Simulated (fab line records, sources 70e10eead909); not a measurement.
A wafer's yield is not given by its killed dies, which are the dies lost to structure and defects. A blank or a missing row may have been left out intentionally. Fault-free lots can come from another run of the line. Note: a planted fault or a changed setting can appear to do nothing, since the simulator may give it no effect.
Chamber matching / flow nandHarc / NHARC_A_STAIRCASE_TRIM_220 on rieDiel-06: 4 sister chambers
The step chemistry O2, time 211.2 s. 8 wafers are shown with their chamber, then 9 later ones without.

== EACH WAFER AND ITS CHAMBER ==
wafer=L784.3; chamber=0; showerheadPlenumPTorr (Torr)=3.35; drypumpMotorCurrentA (A)=6.4
wafer=L784.6; chamber=0; showerheadPlenumPTorr (Torr)=3.35; drypumpMotorCurrentA (A)=6.4
wafer=L786.1; chamber=3; showerheadPlenumPTorr (Torr)=3.59; drypumpMotorCurrentA (A)=5.7
wafer=L786.3; chamber=2; showerheadPlenumPTorr (Torr)=3.58; drypumpMotorCurrentA (A)=6.4
wafer=L786.4; chamber=1; showerheadPlenumPTorr (Torr)=3.50; drypumpMotorCurrentA (A)=6.3
wafer=L789.1; chamber=3; showerheadPlenumPTorr (Torr)=3.58; drypumpMotorCurrentA (A)=5.8
wafer=L789.3; chamber=1; showerheadPlenumPTorr (Torr)=3.49; drypumpMotorCurrentA (A)=6.3
wafer=L789.5; chamber=2; showerheadPlenumPTorr (Torr)=3.58; drypumpMotorCurrentA (A)=6.4

== WAFERS WITHOUT THEIR CHAMBER ==
wafer=L791.1; showerheadPlenumPTorr (Torr)=3.35; drypumpMotorCurrentA (A)=6.3
wafer=L791.5; showerheadPlenumPTorr (Torr)=3.49; drypumpMotorCurrentA (A)=6.3
wafer=L791.6; showerheadPlenumPTorr (Torr)=3.58; drypumpMotorCurrentA (A)=6.4
wafer=L790.1; showerheadPlenumPTorr (Torr)=3.58; drypumpMotorCurrentA (A)=5.7
wafer=L790.2; showerheadPlenumPTorr (Torr)=3.49; drypumpMotorCurrentA (A)=6.3
wafer=L790.3; showerheadPlenumPTorr (Torr)=3.57; drypumpMotorCurrentA (A)=6.5
wafer=L792.2; showerheadPlenumPTorr (Torr)=3.49; drypumpMotorCurrentA (A)=6.2
wafer=L792.3; showerheadPlenumPTorr (Torr)=3.34; drypumpMotorCurrentA (A)=6.4
wafer=L792.5; showerheadPlenumPTorr (Torr)=3.57; drypumpMotorCurrentA (A)=6.5

== THE CHAMBER EACH PASSED THROUGH ==
wafer=L791.1; from the rows above=0; in truth=0
wafer=L791.5; from the rows above=1; in truth=1
wafer=L791.6; from the rows above=2; in truth=2
wafer=L790.1; from the rows above=3; in truth=3
wafer=L790.2; from the rows above=1; in truth=1
wafer=L790.3; from the rows above=2; in truth=2
wafer=L792.2; from the rows above=1; in truth=1
wafer=L792.3; from the rows above=0; in truth=0
wafer=L792.5; from the rows above=2; in truth=2
9 of 9 placed correctly. Not placeable from these rows: 0. Wrongly placed: 0.
How it was worked out, from the rows above alone: a wafer's distance from a chamber is the root of the sum, over the readings, of the square of ((its reading less the chamber's mean) divided by the reading's scatter). If the next closest chamber is less than 2 further off than the closest, the wafer can't be placed; otherwise it belongs to the closest. The mean given for a chamber averages the wafers shown for that chamber. The scatter: take each reading less its chamber's mean, square it, sum over the shown wafers, divide by the number of wafers less the number of chambers, and take the root.
